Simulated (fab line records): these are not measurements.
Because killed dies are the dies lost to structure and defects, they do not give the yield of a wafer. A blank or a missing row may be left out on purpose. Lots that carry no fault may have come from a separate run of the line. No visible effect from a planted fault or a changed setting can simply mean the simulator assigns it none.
Which of the tools did it? :: flow nand-harc :: Sampling: 13 lots, 39 wafers, 5 of 1159 route steps

== WHAT EACH GAUGE READ, for each wafer ==
NHARC_P_GATE_CD_MEAS_26 targets a cd of 120 nm. Usual: cd-nm at 120.1 nm, with a standard deviation of 0.54.
lot: L376
measured: day 5 07:29
on: cd-sem-02
cd-nm (nm): 120.8 120.3 121.2
flag: 

lot: L377
measured: day 5 19:35
on: cd-sem-02
cd-nm (nm): 120.0 119.9 119.4
flag: 

lot: L384
measured: day 7 22:00
on: cd-sem-03
cd-nm (nm): 120.0 120.4 119.9
flag: 

lot: L388
measured: day 8 00:01
on: cd-sem-02
cd-nm (nm): 119.6 120.3 120.2
flag: 

lot: L386
measured: day 8 01:53
on: cd-sem-01
cd-nm (nm): 119.7 119.8 119.9
flag: 

lot: L387
measured: day 8 01:26
on: cd-sem-01
cd-nm (nm): 120.9 120.6 120.7
flag: 

lot: L390
measured: day 8 22:09
on: cd-sem-03
cd-nm (nm): 120.3 119.7 119.5
flag: 

lot: L391
measured: day 9 04:55
on: cd-sem-02
cd-nm (nm): 119.8 120.4 121.0
flag: 

lot: L392
measured: day 9 12:24
on: cd-sem-02
cd-nm (nm): 119.9 120.6 120.1
flag: 

lot: L393
measured: day 9 12:14
on: cd-sem-02
cd-nm (nm): 120.1 119.7 120.3
flag: 

lot: L394
measured: day 9 23:08
on: cd-sem-02
cd-nm (nm): 120.7 120.4 119.7
flag: 

lot: L395
measured: day 9 23:49
on: cd-sem-01
cd-nm (nm): 120.2 120.0 119.5
flag: 

lot: L396
measured: day 10 11:55
on: cd-sem-03
cd-nm (nm): 120.1 119.9 120.3
flag: 

NHARC_END_SORT_01. Usual: killed-at-array 25, standard deviation 9.2; killed-at-other 0.9, standard deviation 1.3; killed-at-periphery 3.3, standard deviation 2.3; killed-dies 29, standard deviation 9.6; killed-open 3.2, standard deviation 1.8; killed-short 2, standard deviation 1.4.
lot: L384
measured: day 23 07:08
on: prober-02
killed-at-array: 30 44 35
killed-at-other: 0 0 0
killed-at-periphery: 4 5 10
killed-dies: 34 49 45
killed-open: 2 3 1
killed-short: 3 2 3
flag: 

lot: L388
measured: day 23 03:07
on: prober-01
killed-at-array: 12 10 13
killed-at-other: 4 1 4
killed-at-periphery: 4 4 4
killed-dies: 20 15 21
killed-open: 9 2 4
killed-short: 1 2 2
flag: 

lot: L386
measured: day 22 10:40
on: prober-01
killed-at-array: 20 21 20
killed-at-other: 0 0 0
killed-at-periphery: 3 1 1
killed-dies: 23 22 21
killed-open: 6 3 3
killed-short: 2 3 0
flag: 

lot: L387
measured: day 23 14:02
on: prober-02
killed-at-array: 24 22 27
killed-at-other: 2 2 5
killed-at-periphery: 1 1 1
killed-dies: 27 25 33
killed-open: 3 0 4
killed-short: 5 2 5
flag: 

lot: L390
measured: day 24 08:14
on: prober-02
killed-at-array: 19 14 21
killed-at-other: 3 2 0
killed-at-periphery: 6 6 4
killed-dies: 28 22 25
killed-open: 5 4 4
killed-short: 2 6 5
flag: 

== WHAT TOOL EACH LOT RAN ON (gives the tool, then ch and the chambers of the sampled wafers, and finally the start) ==
lot: L376
NHARC_P_GATE_DESCUM_13: rie-diel-13 ch 0,2,3, day 4 16:32
NHARC_P_GATE_HM_DEP_102: acl-dep-01 ch 0, day 5 06:08
NHARC_P_GATE_ETCH_32: rie-si-02 ch 0,2, day 5 08:19

lot: L377
NHARC_P_GATE_DESCUM_13: rie-diel-03 ch 0,3, day 5 05:05
NHARC_P_GATE_HM_DEP_102: acl-dep-02 ch 0, day 5 17:07 and acl-dep-03 ch 0, day 5 18:17
NHARC_P_GATE_ETCH_32: rie-si-02 ch 0,2,3, day 5 20:19

lot: L384
NHARC_P_GATE_DESCUM_13: rie-diel-03 ch 0,2,3, day 7 06:05
NHARC_P_GATE_HM_DEP_102: acl-dep-02 ch 0, day 7 19:14
NHARC_P_GATE_ETCH_32: rie-si-02 ch 0,1,2, day 7 22:44

lot: L388
NHARC_P_GATE_DESCUM_13: rie-diel-03 ch 1,2, day 7 10:17
NHARC_P_GATE_HM_DEP_102: acl-dep-03 ch 0, day 7 22:53
NHARC_P_GATE_ETCH_32: rie-si-04 ch 0,1, day 8 00:47

lot: L386
NHARC_P_GATE_DESCUM_13: rie-diel-03 ch 2,3, day 7 10:20
NHARC_P_GATE_HM_DEP_102: acl-dep-03 ch 0, day 8 00:51
NHARC_P_GATE_ETCH_32: rie-si-02 ch 0,1,3, day 8 03:20

lot: L387
NHARC_P_GATE_DESCUM_13: rie-diel-03 ch 1,2,3, day 7 10:28
NHARC_P_GATE_HM_DEP_102: acl-dep-01 ch 0, day 8 00:06
NHARC_P_GATE_ETCH_32: rie-si-04 ch 0,1,3, day 8 02:49

lot: L390
NHARC_P_GATE_DESCUM_13: rie-diel-03 ch 0,2,3, day 8 05:29
NHARC_P_GATE_HM_DEP_102: acl-dep-02 ch 0, day 8 20:55
NHARC_P_GATE_ETCH_32: rie-si-02 ch 1,2,3, day 8 23:05

lot: L391
NHARC_P_GATE_DESCUM_13: rie-diel-03 ch 0,3, day 8 13:23
NHARC_P_GATE_HM_DEP_102: acl-dep-02 ch 0, day 9 03:41
NHARC_P_GATE_ETCH_32: rie-si-04 ch 0,1,3, day 9 05:41

lot: L392
NHARC_P_GATE_DESCUM_13: rie-diel-03 ch 0,2, day 8 20:55
NHARC_P_GATE_HM_DEP_102: acl-dep-01 ch 0, day 9 10:51
NHARC_P_GATE_ETCH_32: rie-si-02 ch 0,2,3, day 9 13:14

lot: L393
NHARC_P_GATE_DESCUM_13: rie-diel-13 ch 0,2,3, day 8 21:05
NHARC_P_GATE_HM_DEP_102: acl-dep-02 ch 0, day 9 10:41
NHARC_P_GATE_ETCH_32: rie-si-03 ch 0,1,2, day 9 12:59

lot: L394
NHARC_P_GATE_DESCUM_13: rie-diel-13 ch 0,2,3, day 9 09:26
NHARC_P_GATE_HM_DEP_102: acl-dep-01 ch 0, day 9 21:30
NHARC_P_GATE_ETCH_32: rie-si-03 ch 0,1,3, day 10 00:28

lot: L395
NHARC_P_GATE_DESCUM_13: rie-diel-13 ch 1,2,3, day 9 09:37
NHARC_P_GATE_HM_DEP_102: acl-dep-02 ch 0, day 9 22:08
NHARC_P_GATE_ETCH_32: rie-si-04 ch 1,2, day 10 00:32

lot: L396
NHARC_P_GATE_DESCUM_13: rie-diel-13 ch 0,2,3, day 9 21:29
NHARC_P_GATE_HM_DEP_102: acl-dep-01 ch 0, day 10 10:34
NHARC_P_GATE_ETCH_32: rie-si-03 ch 0,3, day 10 12:38
- NHARC_P_GATE_DESCUM_13: chemistry O2, time 3 s.
- NHARC_P_GATE_HM_DEP_102: deposits aC, target thk 120 nm.
- NHARC_P_GATE_ETCH_32: etches the open film in HBr/Cl2, target depth 150 nm, time 100.1 s.

== AS READ BY THE TOOLS THEMSELVES (means over the sampled wafers that have a number; for cases with no such wafer, the mark the record gives instead) ==
NHARC_P_GATE_DESCUM_13. Usual: drypump-motor-current-A 5.7 A, standard deviation 0.36; oes-product-au 0.996 a.u., standard deviation 0.0091; rf-vpp-V 57.8 V, standard deviation 0.89; showerhead-plenum-p-Torr 1.89 Torr, standard deviation 0.1; throttle-valve-pct 11.313 %, standard deviation 0.01.
lot: L376
tool: rie-diel-13
drypump-motor-current-A (A): 5.6
oes-product-au (a.u.): 0.994
rf-vpp-V (V): 57.7
showerhead-plenum-p-Torr (Torr): 1.91
throttle-valve-pct (%): 11.313
flag: 

lot: L377
tool: rie-diel-03
drypump-motor-current-A (A): 5.5
oes-product-au (a.u.): 1.005
rf-vpp-V (V): 57.5
showerhead-plenum-p-Torr (Torr): 1.88
throttle-valve-pct (%): 11.302
flag: 

lot: L384
tool: rie-diel-03
drypump-motor-current-A (A): 5.5
oes-product-au (a.u.): 1.003
rf-vpp-V (V): 57.6
showerhead-plenum-p-Torr (Torr): 1.92
throttle-valve-pct (%): 11.313
flag: 

lot: L388
tool: rie-diel-03
drypump-motor-current-A (A): 5.9
oes-product-au (a.u.): 0.995
rf-vpp-V (V): 58.7
showerhead-plenum-p-Torr (Torr): 1.96
throttle-valve-pct (%): 11.314
flag: 

lot: L386
tool: rie-diel-03
drypump-motor-current-A (A): 5.6
oes-product-au (a.u.): 1.010
rf-vpp-V (V): 57.8
showerhead-plenum-p-Torr (Torr): 1.95
throttle-valve-pct (%): 11.309
flag: 

lot: L387
tool: rie-diel-03
drypump-motor-current-A (A): 5.8
oes-product-au (a.u.): 0.996
rf-vpp-V (V): 59.2
showerhead-plenum-p-Torr (Torr): 1.87
throttle-valve-pct (%): 11.320
flag: 

lot: L390
tool: rie-diel-03
drypump-motor-current-A (A): 5.5
oes-product-au (a.u.): 1.001
rf-vpp-V (V): 58.5
showerhead-plenum-p-Torr (Torr): 1.91
throttle-valve-pct (%): 11.320
flag: 

lot: L391
tool: rie-diel-03
drypump-motor-current-A (A): 5.4
oes-product-au (a.u.): 0.999
rf-vpp-V (V): 57.9
showerhead-plenum-p-Torr (Torr): 1.88
throttle-valve-pct (%): 11.316
flag: 

lot: L392
tool: rie-diel-03
drypump-motor-current-A (A): 5.7
oes-product-au (a.u.): 0.993
rf-vpp-V (V): 57.8
showerhead-plenum-p-Torr (Torr): 2.00
throttle-valve-pct (%): 11.313
flag: 

lot: L393
tool: rie-diel-13
drypump-motor-current-A (A): 5.6
oes-product-au (a.u.): 0.994
rf-vpp-V (V): 57.8
showerhead-plenum-p-Torr (Torr): 1.90
throttle-valve-pct (%): 11.325
flag: 

lot: L394
tool: rie-diel-13
drypump-motor-current-A (A): 5.7
oes-product-au (a.u.): 0.994
rf-vpp-V (V): 58.8
showerhead-plenum-p-Torr (Torr): 1.90
throttle-valve-pct (%): 11.311
flag: 

lot: L395
tool: rie-diel-13
drypump-motor-current-A (A): 5.7
oes-product-au (a.u.): 0.995
rf-vpp-V (V): 57.5
showerhead-plenum-p-Torr (Torr): 1.85
throttle-valve-pct (%): 11.311
flag: 

lot: L396
tool: rie-diel-13
drypump-motor-current-A (A): 5.7
oes-product-au (a.u.): 0.994
rf-vpp-V (V): 58.0
showerhead-plenum-p-Torr (Torr): 1.90
throttle-valve-pct (%): 11.305
flag: 

NHARC_P_GATE_HM_DEP_102. Usual: throttle-valve-pct at 35.001 %, with a standard deviation of 0.0091.
lot: L376
tool: acl-dep-01
throttle-valve-pct (%): 35.013
flag: 

lot: L377
tool: acl-dep-02/acl-dep-03
throttle-valve-pct (%): 35.000
flag: 

lot: L384
tool: acl-dep-02
throttle-valve-pct (%): 35.000
flag: 

lot: L388
tool: acl-dep-03
throttle-valve-pct (%): 35.001
flag: 

lot: L386
tool: acl-dep-03
throttle-valve-pct (%): 34.998
flag: 

lot: L387
tool: acl-dep-01
throttle-valve-pct (%): 34.998
flag: 

lot: L390
tool: acl-dep-02
throttle-valve-pct (%): 35.006
flag: 

lot: L391
tool: acl-dep-02
throttle-valve-pct (%): 35.001
flag: 

lot: L392
tool: acl-dep-01
throttle-valve-pct (%): 35.008
flag: 

lot: L393
tool: acl-dep-02
throttle-valve-pct (%): 34.987
flag: 

lot: L394
tool: acl-dep-01
throttle-valve-pct (%): 34.994
flag: 

lot: L395
tool: acl-dep-02
throttle-valve-pct (%): 35.009
flag: 

lot: L396
tool: acl-dep-01
throttle-valve-pct (%): 35.000
flag: 

NHARC_P_GATE_ETCH_32. Usual: drypump-motor-current-A 5.6 A, standard deviation 0.34; oes-product-au 1.000 a.u., standard deviation 0.01; throttle-valve-pct 26.406 %, standard deviation 0.0088.
lot: L376
tool: rie-si-02
drypump-motor-current-A (A): 5.4
oes-product-au (a.u.): 1.001
throttle-valve-pct (%): 26.400
flag: 

lot: L377
tool: rie-si-02
drypump-motor-current-A (A): 5.5
oes-product-au (a.u.): 1.003
throttle-valve-pct (%): 26.399
flag: 

lot: L384
tool: rie-si-02
drypump-motor-current-A (A): 5.5
oes-product-au (a.u.): 1.000
throttle-valve-pct (%): 26.398
flag: 

lot: L388
tool: rie-si-04
drypump-motor-current-A (A): 5.2
oes-product-au (a.u.): 1.001
throttle-valve-pct (%): 26.403
flag: 

lot: L386
tool: rie-si-02
drypump-motor-current-A (A): 5.6
oes-product-au (a.u.): 0.998
throttle-valve-pct (%): 26.404
flag: 

lot: L387
tool: rie-si-04
drypump-motor-current-A (A): 5.5
oes-product-au (a.u.): 0.997
throttle-valve-pct (%): 26.404
flag: 

lot: L390
tool: rie-si-02
drypump-motor-current-A (A): 5.6
oes-product-au (a.u.): 1.003
throttle-valve-pct (%): 26.406
flag: 

lot: L391
tool: rie-si-04
drypump-motor-current-A (A): 5.5
oes-product-au (a.u.): 0.999
throttle-valve-pct (%): 26.408
flag: 

lot: L392
tool: rie-si-02
drypump-motor-current-A (A): 5.5
oes-product-au (a.u.): 0.987
throttle-valve-pct (%): 26.408
flag: 

lot: L393
tool: rie-si-03
drypump-motor-current-A (A): 5.7
oes-product-au (a.u.): 0.996
throttle-valve-pct (%): 26.408
flag: 

lot: L394
tool: rie-si-03
drypump-motor-current-A (A): 6.0
oes-product-au (a.u.): 1.004
throttle-valve-pct (%): 26.402
flag: 

lot: L395
tool: rie-si-04
drypump-motor-current-A (A): 5.4
oes-product-au (a.u.): 1.015
throttle-valve-pct (%): 26.412
flag: 

lot: L396
tool: rie-si-03
drypump-motor-current-A (A): 6.0
oes-product-au (a.u.): 1.010
throttle-valve-pct (%): 26.404
flag: 

== THE ANSWER, worked out from the rows above alone ==
Rule: a lot is off if the mean of its wafers that have a number lies more than 3 standard deviations from the usual mean. A lot without any number at a reading at which 4 lots or more have one is off too. The other lots that the step has rows for count as sound. First the gauges in route order, then the tools' own readings, where a lot's mean is used as printed above. The first step at which some lot is off is used, and at that step the reading that is off furthest; a lot without a number counts as furthest.
No lot is off at any reading shown: from this, nothing can be told.

== WHAT WAS PUT IN BY THE SIMULATOR ==
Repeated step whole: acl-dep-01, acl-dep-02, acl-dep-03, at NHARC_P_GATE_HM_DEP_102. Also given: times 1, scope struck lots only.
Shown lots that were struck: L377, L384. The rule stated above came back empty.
